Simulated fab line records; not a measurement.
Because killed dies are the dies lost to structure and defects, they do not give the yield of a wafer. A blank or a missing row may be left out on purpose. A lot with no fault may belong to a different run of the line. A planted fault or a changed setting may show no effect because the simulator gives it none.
Problem report in the 8D (eight disciplines) form, filled by code -- flow n5_finfet -- the parts of the form that need people (team, actions taken, sign-off) are left out

1. THE ISSUE
etch_rf_on_time_s at N5_BEOL_M10_ETCH_61 reads a mean of 95.1 s on 1 wafer of 1 lot; wafers without a fault read 64.7 s with a standard deviation of 1.4. Relative to the usual mean, that is a shift of +22 standard deviations.
The step: etches SiARC in CF4, target depth 39 nm, time 65 s.
First observed at day 11 14:56: wafer L655.2, on rie_diel-06. The record holds 33 wafers of 11 lots with a number at this step. By rule, "out" or "out of limits" means more than 4 standard deviations away from the usual mean. All remaining wafers that have a number are taken as sound.

2. WHAT IT IS, WHAT IT ISN'T
question,is,is not
which readings at this step,etch_rf_on_time_s,"drypump_motor_current_A, oes_product_au, rf_vpp_V, showerhead_plenum_p_Torr, throttle_valve_pct"
which lots,L655,"L649, L650, L651, L652, L662, L668, L669, L670, L671, L672"
which wafers of those lots,L655.2,"L655.3, L655.6"
read on which tools,rie_diel-06,"rie_diel-02, rie_diel-03"
when,from day 11 14:56,"up to then (14 sound wafers); but 18 sound wafers of L662, L668, L669, L670, L671, L672 came after"

3. THE SUSPECTS, EACH WITH WHAT RULES IT OUT
Counting: a tool at a process step up to the reading stays a suspect if it ran every lot that is out. Sound lots after the first of them don't rule it out here, since some wafers of a struck lot are sound.
- rie_diel-06 at N5_BEOL_M10_ETCH_61 (etches SiARC in CF4, target depth 39 nm, time 65 s): kept. L655, the lot that is out, went through it at day 11 14:56; up to then, the latest sound lot through it was L649 at day 10 05:13. Its own etch_rf_on_time_s readings are out on those wafers.
- In rie_diel-06 at N5_BEOL_M10_ETCH_61, the wafers that are out were processed in chamber 0 and their sound lot-mates in chambers 1, 3.
After counting, what remains is rie_diel-06 at N5_BEOL_M10_ETCH_61.

4. THE CAUSE (what the simulator had put in)
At N5_BEOL_M10_ETCH_61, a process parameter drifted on rie_diel-06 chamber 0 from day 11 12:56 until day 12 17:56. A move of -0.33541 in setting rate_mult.
Only this tool survived the counting.

5. SEQUENCE OF EFFECTS, ordered by route
One row per reading whose mean, taken over the struck wafers that have a number, lies over 3 standard deviations from the usual. Only readings for which the record gives a usual standard deviation are gone through. hours: the time from each lot's start at the first step in this table that gives one to its start at this step, as a median over the lots. sigmas: the change in usual standard deviations.
hours,step,reading,usual,on struck wafers,change,sigmas
0,N5_BEOL_M10_ETCH_61,etch_rf_on_time_s,64.7 s,95.1,+30.4,+22
The process steps in it:
- N5_BEOL_M10_ETCH_61: etches SiARC in CF4, target depth 39 nm, time 65 s.
Later measuring or inspecting steps at which every struck wafer that the step has a row for has a number for every such reading, and none has moved that far: N5_BEOL_M10_CD_MEAS_18.

6. WHAT WOULD HAVE CAUGHT IT SOONER
The fault began at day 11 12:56; the first out-of-limits reading in this record came at day 11 14:56, 2 hours later.
